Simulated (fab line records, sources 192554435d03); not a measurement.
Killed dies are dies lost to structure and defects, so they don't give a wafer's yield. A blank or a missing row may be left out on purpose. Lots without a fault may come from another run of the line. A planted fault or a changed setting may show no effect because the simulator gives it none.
A struck lot beside a sound one | flow n5_finfet | 25 steps out of a route of 1938
Sound: wafers L885.2, L885.4, L885.6. Struck: wafers L898.2, L898.3, L898.4. The cause comes at the end.
At each step with rows: each side's tool, then ch and its chambers, then its first start. Under that, the readings that differ: sound wafers | struck wafers | difference of the means | sigmas: that difference in standard deviations of wafers without a fault.
alike: readings whose means differ by less than 2 such deviations, and words and numbers that are the same on both sides. not compared: withheld readings, readings that some wafer has no value for, bounds like >300 that may hide the same value, and numbers for which the record gives no deviation and whose values overlap.
The two part at a step that has a row with sigmas, a row that says differs or no value, or rows on one side only. Numbers that don't overlap but have no deviation are shown without sigmas and don't part them. A reading that every wafer of one side lacks parts them only if that side has two wafers or more.

N5_BEOL_M7_THK_MEAS_53: measures by xrf.
  sound on film_metro-01, day 10 04:56; struck on film_metro-02, day 12 16:49
  alike: M7_THK
then, 1 step without rows for these wafers: N5_BEOL_M7_PRE_CLEAN_55 (time 15 s).
N5_BEOL_M7_DEP_56: deposits SiCN from 3MS/NH3, target thk 10 nm, time 17.5 s.
  sound on pecvd-03 ch 1,2, day 10 04:59; struck on pecvd-04 ch 0,2, day 12 16:52
  alike: showerhead_plenum_p_Torr, throttle_valve_pct
N5_BEOL_M7_RS_MEAS_57: measures by four-point-probe.
  sound on film_metro-02, day 10 05:04; struck on film_metro-01, day 12 16:56
  alike: M7_RS
N5_BEOL_M7_INSPECT_58: inspects for defects (darkfield).
  sound on defect_inspect-01, day 10 05:05; struck on defect_inspect-02, day 12 16:58
  alike: raw_defect_count
N5_BEOL_M8_ILD_DEP_00: deposits SiCOH lowk from DEMS/porogen, target thk 179.75 nm, time 33.4 s.
  sound on pecvd-04 ch 0,1,2, day 10 05:07; struck on pecvd-04 ch 0,1, day 12 17:00
  alike: heater_power_w, showerhead_plenum_p_Torr, throttle_valve_pct
then, 1 step without rows for these wafers: N5_BEOL_M8_CURE_74 (cures SiCOH lowk, time 240 s).
N5_BEOL_M8_THK_MEAS_01:
  sound on film_metro-01, day 10 05:42; struck on film_metro-01, day 12 17:35
  alike: M8_ILD_THK
N5_BEOL_M8_PECVD_70: deposits SiO2 from TEOS/O2, target thk 20 nm, time 22.7 s.
  sound on pecvd-01 ch 0,1, day 10 05:44; struck on pecvd-04 ch 0,1,2, day 12 17:37
  alike: heater_power_w, showerhead_plenum_p_Torr, throttle_valve_pct
N5_BEOL_M8_HM_DEP_02: deposits TiN, target thk 20 nm.
  sound on pvd_sputter-01, day 10 07:12; struck on pvd_sputter-03, day 12 18:56
  alike: substrate_temp_c, throttle_valve_pct
then, 2 steps without rows for these wafers: N5_BEOL_M8_COAT_59 (time 60 s, resist thk 100 nm); N5_BEOL_M8_COAT_60 (time 60 s, resist thk 35 nm).
N5_BEOL_M8_COAT_05: resist thk 90 nm.
  sound on litho_track-03 ch 0, day 10 07:21; struck on litho_track-04 ch 0, day 12 19:04
  reading                                      | sound                | struck               | difference | sigmas
  spin_speed_rpm (rpm)                         | 1501.0 1500.4 1499.5 | 1339.5 1341.7 1338.7 | -160.3     | -99 or more
  model.CAR-ArF_of_BEOL_M8_COAT_05.thk_nm (nm) | 90 90 90.2           | 95.4 95.6 95.6       | +5.5       |
  alike: exhaust_pa
then, 5 steps without rows for these wafers: N5_BEOL_M8_EBR_07; N5_BEOL_M8_SOFTBAKE_06 (time 60 s); N5_BEOL_M8_EXPOSE_08 (exposes mask M8); N5_BEOL_M8_PEB_09 (peb time 60 s); N5_BEOL_M8_DEVELOP_10 (develop time 30 s).
N5_BEOL_M8_CD_MEAS_11: target cd 38.5 nm.
  sound on cd_sem-02 ch 0, day 10 07:35; struck on cd_sem-01 ch 0, day 12 19:26
  alike: cd_nm
N5_BEOL_M8_OVL_MEAS_12:
  sound on overlay-02 ch 0, day 10 07:37; struck on overlay-01 ch 0, day 12 19:28
  alike: M8_OVL
N5_BEOL_M8_INSPECT_13: inspects for defects (brightfield).
  sound on defect_inspect-02, day 10 07:38; struck on defect_inspect-02, day 12 19:29
  alike: raw_defect_count
then, 1 step without rows for these wafers: N5_BEOL_M8_DESCUM_16 (chemistry O2, time 7.9 s).
N5_BEOL_M8_ETCH_61: etches SiARC in CF4, target depth 45.5 nm, time 75.8 s.
  sound on rie_diel-05 ch 0,1,3, day 10 08:54; struck on rie_diel-03 ch 2,3, day 12 19:34
  reading                                      | sound        | struck         | difference | sigmas
  model.CAR-ArF_of_BEOL_M8_COAT_05.thk_nm (nm) | 50.8 51 51.2 | 56.2 56.6 56.4 | +5.4       |
  alike: drypump_motor_current_A, etch_rf_on_time_s, mfc_ar_sccm, oes_product_au, rf_vpp_V, showerhead_plenum_p_Torr, throttle_valve_pct
  not compared: rf_hours_counter_h
N5_BEOL_M8_ETCH_62: etches SOC in N2/H2, target depth 110 nm, overetch 22 nm, time 165 s.
  sound on rie_diel-05 ch 0,1,3, day 10 08:58; struck on rie_diel-03 ch 2,3, day 12 19:37
  alike: drypump_motor_current_A, oes_product_au, rf_vpp_V, showerhead_plenum_p_Torr, throttle_valve_pct
  not compared: rf_hours_counter_h
-- the record jumps here: 3 days lie between the struck wafers' starts before and after (it left off in module BEOL_M8 and takes up again in module PASSIVATION, whose first step shown is number 1936 of the route) --
N5_PASSIVATION_PROBE_49:
  sound on prober-02, day 13 01:46; struck on prober-01, day 15 19:34
  reading            | sound    | struck  | difference | sigmas
  killed_at_contacts | 16 32 23 | 15 10 9 | -12        | -2
  alike: defect_limited_yield, killed_at_M0_to_M3, killed_at_M4_up, killed_at_front_end, killed_at_other, killed_dies, killed_on_rim, killed_open, killed_short, sort_bin_5_function, sort_bin_6_memory, sort_bin_8_speed, sort_n_pass, sort_yield_pct

WHERE THEY PART
First at N5_BEOL_M8_COAT_05; last, within this record, at N5_PASSIVATION_PROBE_49.

WHY: what the simulator had put in
Process parameter drift: litho_track-04, from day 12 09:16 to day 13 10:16, at N5_BEOL_M8_COAT_05. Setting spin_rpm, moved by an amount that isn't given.
